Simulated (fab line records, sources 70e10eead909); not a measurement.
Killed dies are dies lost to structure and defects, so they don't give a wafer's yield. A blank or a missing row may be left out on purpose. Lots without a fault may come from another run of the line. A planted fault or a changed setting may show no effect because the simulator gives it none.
fab line records | flow nand_harc | part 2 of 2: steps 42 to 42 of 42
record lots=5 wafers=15 last_day=32
route steps=1302 shown A_ONON_D2@559 A_CHANNEL_HOLE_D2@570 END@1302
lots that met no fault: from a run of the same line without faults
start_h: hours from the record's first day to the start of the lot's first wafer shown | wait_h: hours since the lot's step before | " the same as in the row above | L1.1+2: a row that stands for several wafers | - no value, or no start given | * or withheld: withheld | < > ~ a bound
route shown NAME@n: a module of which the file shows steps, and the number in the route of the first | usual: mean/standard deviation of fault-free wafers | same: alike in all rows | chamber/n: place in a boat | sites: the reading at each site | _std_site: their standard deviation | _edge_site: outer sites' mean less inner sites' | radius_mm: how far each site lies from the wafer's centre | mask NAME#n: copy n | behind: the tool/chamber that last shaped the wafer | hold: why the lot was held/for how many hours/how that ended | device: the transistor (n, p or np) that didn't switch | end of line: the same wafers' tests at the end of the route | a step without rows: its recipe alone | killed: dies lost to structure and defects at the first sort, not the wafer's yield | map: a wafer's dies, x killed, . not, _ none there
set.NAME: the setting as run; set.NAME@STEP: as run at that earlier step | model.NAME: the simulator's own value behind a step, which no gauge read
lots at some steps of the route; a table a step, a row a wafer
services: from which hour (start_h, from the record's first day; less than 0 if before it) a tool's chamber was out of use, for how many hours, and why
## steps
# step NHARC_END_SORT_01
# recipe temp_c=25
# usual killed_at_array=53/19 killed_at_other=0.8/1.2 killed_at_periphery=3.7/2.3 killed_dies=57/19 killed_open=3.2/1.7 killed_short=2.6/1.8
# same gross_dies=677
# columns lot.wafer tool chamber start_h wait_h hold killed_at_array killed_at_other killed_at_periphery killed_dies killed_open killed_short
L702.1 prober-02 0 579.71 2.5 - 52 0 8 60 4 3
L702.4 prober-02 0 582.14 3.4 - 41 0 5 46 3 2
L702.6 prober-02 0 583.76 4.0 - 50 0 4 54 1 1
L708.4 prober-01 0 635.41 3.4 - 81 0 3 84 5 2
L708.5 prober-01 0 636.22 3.7 - 84 2 0 86 0 2
L708.6 prober-01 0 637.03 4.1 - 86 1 1 88 1 2
L707.1 prober-02 0 640.79 2.5 - 27 1 5 33 1 3
L707.3 prober-02 0 642.40 3.1 - 28 2 3 33 4 2
L707.5 prober-02 0 644.01 3.7 - 31 0 6 37 0 0
L713.3 prober-02 0 663.83 3.1 await_dispo/10.7h/release 52 4 6 62 1 7
L713.4 prober-02 0 664.62 3.4 await_dispo/10.7h/release 80 2 3 85 6 2
L713.6 prober-02 0 666.21 4.0 await_dispo/10.7h/release 623 0 1 624 2 2
L722.3 prober-02 0 775.72 3.1 - 67 1 3 71 3 4
L722.4 prober-02 0 776.51 3.4 - 54 1 5 60 3 1
L722.6 prober-02 0 778.10 4.0 - 70 4 4 78 4 1
# killed by level:class
L702.1 A_CHANNEL_HOLE_D2:chamber_film_flake=20 A_CHANNEL_HOLE_D1:chamber_film_flake=19 A_STAIRCASE:chamber_film_flake=4 P_GATE:chamber_film_flake=3 A_DECK1_JOINT:geometric_particle:open=2 P_STI:chamber_film_flake=2 P_M2:chamber_film_flake=2 A_CHANNEL_FILL_D2:chamber_film_flake=2
L702.4 A_CHANNEL_HOLE_D2:chamber_film_flake=13 A_CHANNEL_HOLE_D1:chamber_film_flake=10 A_CONTACT:chamber_film_flake=9 A_STAIRCASE:chamber_film_flake=4 P_M2:chamber_film_flake=3 P_CONTACT:geometric_particle:open=1 A_CHANNEL_FILL_D1:geometric_particle:short=1 A_DECK1_JOINT:geometric_particle:short=1
L702.6 A_CHANNEL_HOLE_D1:chamber_film_flake=28 A_CHANNEL_HOLE_D2:chamber_film_flake=11 A_CONTACT:chamber_film_flake=4 A_STAIRCASE:chamber_film_flake=3 P_M2:chamber_film_flake=2 A_CHANNEL_FILL_D2:chamber_film_flake=2 A_CHANNEL_HOLE_D2:geometric_particle:short=1 A_SLIT:geometric_particle:open=1
L708.4 A_CHANNEL_HOLE_D1:chamber_film_flake=27 A_SLIT:chamber_film_flake=21 A_CHANNEL_HOLE_D2:chamber_film_flake=20 A_BONDPAD:chamber_film_flake=4 P_M0:geometric_particle:open=2 A_STAIRCASE:chamber_film_flake=2 P_STI:geometric_particle:open=1 A_SOURCE_PLATE:geometric_particle:open=1
L708.5 A_CHANNEL_HOLE_D1:chamber_film_flake=32 A_SLIT:chamber_film_flake=18 A_CHANNEL_HOLE_D2:chamber_film_flake=16 A_STAIRCASE:chamber_film_flake=4 A_CONTACT:chamber_film_flake=3 A_BONDPAD:chamber_film_flake=3 A_CHANNEL_FILL_D2:chamber_film_flake=2 A_BLC:chamber_film_flake=2
L708.6 A_SLIT:chamber_film_flake=30 A_CHANNEL_HOLE_D2:chamber_film_flake=28 A_CHANNEL_HOLE_D1:chamber_film_flake=15 A_STAIRCASE:chamber_film_flake=3 A_CONTACT:chamber_film_flake=3 A_BONDPAD:chamber_film_flake=2 A_CHANNEL_FILL_D2:geometric_particle:short=1 A_BLC:geometric_particle:open=1
L707.1 A_CHANNEL_HOLE_D2:chamber_film_flake=10 A_CONTACT:chamber_film_flake=7 P_STI:chamber_film_flake=3 P_ZERO_WELL:chamber_film_flake=2 A_SLIT:chamber_film_flake=2 A_BONDPAD:chamber_film_flake=2 A_CHANNEL_HOLE_D1:geometric_particle:short=1 A_DECK1_JOINT:geometric_particle:short=1
L707.3 A_CHANNEL_HOLE_D2:chamber_film_flake=11 A_CHANNEL_HOLE_D1:chamber_film_flake=4 A_BONDPAD:chamber_film_flake=3 THIN_TSV:chamber_film_flake=2 P_M0:geometric_particle:open=1 A_M1:geometric_particle:open=1 A_ONON_D1:geometric_particle:open=1 A_DECK1_JOINT:geometric_particle:open=1
L707.5 A_CHANNEL_HOLE_D2:chamber_film_flake=14 A_CONTACT:chamber_film_flake=8 P_STI:chamber_film_flake=4 A_BONDPAD:chamber_film_flake=3 P_ZERO_WELL:chamber_film_flake=2 A_CHANNEL_HOLE_D1:chamber_film_flake=2 A_CHANNEL_FILL_D1:chamber_film_flake=1 A_STAIRCASE:chamber_film_flake=1
L713.3 A_SLIT:chamber_film_flake=28 A_CHANNEL_HOLE_D1:chamber_film_flake=18 THIN_TSV:chamber_film_flake=3 P_M2:geometric_particle:short=2 P_M1:chamber_film_flake=2 P_M0:geometric_particle:short=1 P_M1:geometric_particle:short=1 A_CHANNEL_FILL_D1:geometric_particle:open=1
L713.4 A_SLIT:chamber_film_flake=35 A_CHANNEL_HOLE_D1:chamber_film_flake=30 A_CONTACT:chamber_film_flake=4 A_CHANNEL_FILL_D1:geometric_particle:open=2 A_WL_FILL:geometric_particle:short=2 A_DECK1_JOINT:chamber_film_flake=2 THIN_TSV:chamber_film_flake=2 P_M0:geometric_particle:open=1
L713.6 A_CHANNEL_HOLE_D2:area_dep=543 A_SLIT:chamber_film_flake=40 A_CHANNEL_HOLE_D1:chamber_film_flake=31 A_DECK1_JOINT:chamber_film_flake=2 A_CONTACT:chamber_film_flake=2 P_M0:geometric_particle:short=1 A_ONON_D1:geometric_particle:short=1 A_ONON_D1:geometric_particle:open=1
L722.3 A_SLIT:chamber_film_flake=28 A_CHANNEL_HOLE_D1:chamber_film_flake=15 A_CHANNEL_HOLE_D2:chamber_film_flake=11 P_GATE:chamber_film_flake=3 A_CONTACT:chamber_film_flake=3 A_ONON_D2:geometric_particle:short=2 A_CHANNEL_FILL_D1:chamber_film_flake=2 A_CHANNEL_HOLE_D1:geometric_particle:open=1
L722.4 A_CHANNEL_HOLE_D2:chamber_film_flake=19 A_SLIT:chamber_film_flake=18 A_CHANNEL_HOLE_D1:chamber_film_flake=6 A_CONTACT:chamber_film_flake=3 P_GATE:chamber_film_flake=2 P_M2:chamber_film_flake=2 A_STAIRCASE:chamber_film_flake=2 A_DECK1_JOINT:geometric_particle:open=1
L722.6 A_SLIT:chamber_film_flake=26 A_CHANNEL_HOLE_D2:chamber_film_flake=17 A_CHANNEL_HOLE_D1:chamber_film_flake=14 A_CONTACT:chamber_film_flake=4 THIN_TSV:chamber_film_flake=4 A_CHANNEL_FILL_D2:geometric_particle:open=2 P_STI:chamber_film_flake=2 A_ZERO_WELL:chamber_film_flake=2
# map L713.6 (x killed, . not)
____________x____________
_________x.x.xxx_________
_______xxxxxxxxxxx_______
______xxxxxxxxxxxxx______
_____xxxxxxxxxxxxxxx_____
____xxxxxxxxxxxxxxxxx____
____xxxxxxxxxxxxxxxxx____
___.xxx.xxxxxxxxxxxxxx___
___xxxx..xxxxxxxxxxxxx___
__x..xxxxxxxxxxxxxxxxxx__
__.xxxxxxxxxxxxxxxxxxxx__
_.xxxxxxxxxxxxxxxxxxxxxx_
_xxxxxxxxxxxxxxxxxxxxxxx_
_xx.xxxxxxxxxxxxxxxxxx.x_
_xxxxxxxx.xxxxxxxxxxxxxx_
_xxx.xxxxxx.xxxxxxxxxxxx_
xx.xxxxxxxxxxxxxxxxxxxxxx
.x..xxxxxx.xxxxxxxxxxxxx.
xxxxxxxxxxxxxxxxxxxxxxxxx
xxxxxxxxxxxxxxxxxxxxx.xxx
x..xxxxxxxxxxxx.xxxxxxxxx
_xxxxxxxxxxxxxxxxxxxx.xx_
_xx.xxxxxxxxxxxxxxxxxxxx_
_.xxxxxxxxxxxxxxxxxxxxxx_
_x.xxxxxxxxxxxxxxxxxxxxx_
_xxxxxxxxxxxxxxxxxxxxxxx_
__x.xxxxxx..xxxxxxxxxxx__
__.x.xx.xxxx.xxxxxxxxx.__
___xxxxxxxxx.xxxxxxxx.___
___xxxxx.xxxxxxxxxxxxx___
____..xxxxxxxxxxxxxxx____
____.xxx..xxxxxxxxxxx____
_____..xx.x..xxxxxxx_____
______xxxxxxxxxxx.x______
_______xxxxxxxxxxx_______
_________xxx..xx_________
____________x____________
# map L708.6 (x killed, . not)
____________.____________
_________...x..._________
_______..........._______
______.............______
_____..............._____
____.......x.........____
____...xx............____
___................xx.___
___..........x........___
__.....................__
__.....................__
_......................._
_.x....................._
_.............x.....x..._
_......................._
_....x.............x..x._
....xx................xxx
...x.x.x...........xxxxxx
......xx..........xx.x.xx
..xx.xxx............xxxxx
...xxx..............xxxxx
_x.xxxxx............xxxx_
_...xx..x..........xxxxx_
_..x.xx..............xxx_
_.x..x.....x......x..xxx_
_.....x...............x._
__....x.x..............__
__......x..............__
___...................___
___...................___
____.................____
____.................____
_____..............._____
______.............______
_______..........._______
_________......._________
____________.____________
## services
# columns tool chamber start_h hours kind
rie_diel-07 2 286.92 3.3 repair
rie_diel-07 - 294.20 9.0 pm
acl_dep-03 - 301.86 13.0 pm
rie_diel-06 - 307.20 9.0 pm
rie_diel-07 0 318.46 11.5 repair
rie_diel-06 3 320.80 13.6 repair
rie_diel-07 1 322.69 3.7 repair
rie_diel-06 2 342.10 8.0 repair
acl_dep-03 - 346.11 0.7 repair
rie_diel-07 2 351.74 63.2 repair
pecvd-02 - 360.07 1.2 repair
pecvd-03 - 366.00 13.0 pm
acl_dep-01 - 369.82 13.0 pm
har_etch-02 - 379.41 17.0 pm
pecvd-02 - 408.17 13.0 pm
rie_diel-07 1 424.16 14.9 repair
rie_diel-06 3 443.36 4.9 repair
pecvd-03 0 454.19 3.5 repair
rie_diel-06 3 461.84 2.4 repair
acl_dep-01 - 466.24 4.6 repair
pecvd-03 - 480.61 0.3 repair
rie_diel-06 - 484.20 9.0 pm
rie_diel-06 - 501.90 0.4 repair
har_etch-02 - 511.62 1.7 repair
## key
first_sign step=NHARC_END_SORT_01 reading=killed_dies direction=up sigmas=30 usual=57 struck=624
effect step=NHARC_END_SORT_01 reading=killed_at_array direction=up sigmas=29 usual=53 struck=623
more_kills_born_at NHARC_A_CHANNEL_HOLE_D2_DEP_01@pecvd-02=543
met_at NHARC_A_CHANNEL_HOLE_D2_DEP_01
struck_wafers L713.6
later_rows_left_out L713.6
tester_left_out L713
onset_between 364.46 398.70
fault kind=process_parameter_drift tool=pecvd-02 chamber=0 onset_h=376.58 steps=NHARC_A_CHANNEL_HOLE_D2_DEP_01 channel=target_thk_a offset=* shape=step end_h=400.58 acts_in=* stated=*
# tester_left_out: of these lots the tester's yield and bins aren't shown, on N5 and GAA mostly nor the transistor test; their killed dies are dies lost to structure and defects alone, not to doping, threshold or leakage, so they don't give the yield
# later_rows_left_out: the simulator's readings of these wafers behind a module that went badly wrong aren't trusted and aren't shown, but for the sort
